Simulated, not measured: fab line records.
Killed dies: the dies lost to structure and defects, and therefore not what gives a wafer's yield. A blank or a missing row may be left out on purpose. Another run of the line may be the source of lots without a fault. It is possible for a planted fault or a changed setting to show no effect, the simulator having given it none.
Comparing a struck lot with a sound one	flow n5-finfet	16 steps out of a route of 1938
Sound: these wafers, L834.1, L834.2, L834.4. Struck: wafer L845.6 (left out: L845.2, L845.5 of the same lot, which were not struck); the cause appears at the end.
Order at every step that has rows: each side's tool, ch and its chambers, its first start. Under that, the readings that differ: sound wafers	struck wafers	difference of the means	sigmas: that difference in standard deviations of wafers without a fault.
alike: readings whose means differ by less than 2 such deviations, and words and numbers that are the same on both sides. not compared: withheld readings, readings that some wafer has no value for, bounds like >300 that may hide the same value, and numbers for which the record gives no deviation and whose values overlap.
The two part at a step that has a row with sigmas, a row that says differs or no value, or rows on one side only. Non-overlapping numbers with no deviation appear without sigmas and do not part them. A reading missing from all wafers of one side parts the sides only when that side holds two or more wafers.

N5_BEOL_M3_ETCH_41: etches SiCN in CH3F/O2, target depth 29.9 nm, time 52.5 s.
  sound on rie-diel-04 ch 0,2,3; struck on rie-diel-02 ch 3
  alike: bias-w, drypump-motor-current-A, oes-product-au, rf-vpp-V, showerhead-plenum-p-Torr, throttle-valve-pct
  not compared: rf-hours-counter-h
then, 1 step without rows for these wafers: N5_BEOL_M3_STRIP_97 (strips in N2/H2, time 10 s).
N5_BEOL_M3_OCD_MEAS_38:
  sound on ocd-01 at day 8 04:40; struck on ocd-01 at day 10 22:50
  alike: trench-depth-nm
then, 4 steps without rows for these wafers: N5_BEOL_M3_HM_STRIP_39 (strips TiN in peroxide tin strip, target depth 25 nm, time 158 s); N5_BEOL_M3_SRD_40 (time 30 s); N5_BEOL_M3_PRECLEAN_42 (cleans in residue remover, time 60 s); N5_BEOL_M3_SRD_43 (time 30 s).
N5_BEOL_M3_CD_MEAS_35: target cd 18 nm, target cd y 21 nm.
  sound on cd-sem-01 at day 8 04:49; struck on cd-sem-01 at day 10 22:59
  alike: cd-nm
N5_BEOL_M3_DEGAS_44: time 60 s.
  sound on pvd-sputter-02 at day 8 05:16; struck on pvd-sputter-01 at day 10 23:19
  alike: heater-power-w
N5_BEOL_M3_PRE_CLEAN_45: time 30 s.
  sound on pvd-sputter-02 at day 8 05:18; struck on pvd-sputter-01 at day 10 23:22
  alike: heater-power-w
then, 1 step without rows for these wafers: N5_BEOL_M3_ALD_84 (deposits TaN, pulse time 2 s, purge time 3 s, co reactant purge time 2 s).
N5_BEOL_M3_SURFACE_TREAT_85:
  sound on pvd-sputter-02 at day 8 05:38; struck on pvd-sputter-03 at day 10 23:43
  not compared: throttle-valve-pct
N5_BEOL_M3_CVD_47: deposits Co from CCTBA/H2, target thk 3 nm, time 223.8 s.
  sound on cvd-co-01 ch 1,2, day 8 05:42; struck on cvd-co-02 ch 1, day 11 00:00
reading	sound	struck	difference	sigmas
run-length-s (s)	246.8 246.8 246.6	376.4	+129.7	+99 or more
N5_BEOL_M3_SPUTTER_48: material Cu, target thk 4.5 nm, time 8.29 s.
  sound on pvd-sputter-02 at day 8 06:02; struck on pvd-sputter-03 at day 11 01:45
  alike: throttle-valve-pct
N5_BEOL_M4_RC_MEAS_101:
  sound on prober-02 ch 0, day 9 11:03; struck on prober-01 ch 0, day 12 05:35
  alike: DIBL_N, DIBL_P, IOFF_N, IOFF_P, ION_N, ION_P, SS_N, SS_P, VT_N, VT_P
-- a jump in the record: the struck wafers' starts before and after are 4 days apart (it breaks off in module BEOL_M4 and resumes in module PASSIVATION, where the first step shown is number 1936 of the route) --
N5_PASSIVATION_PROBE_49:
  only the struck wafers here have rows in the record (prober-02, day 16 12:01); the sound ones have none

WHERE THEY PART
First at N5_BEOL_M3_CVD_47; last, within this record, at N5_PASSIVATION_PROBE_49.

WHY: what the simulator had put in
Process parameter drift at N5_BEOL_M3_CVD_47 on cvd-co-02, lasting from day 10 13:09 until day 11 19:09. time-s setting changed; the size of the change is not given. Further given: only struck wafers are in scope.
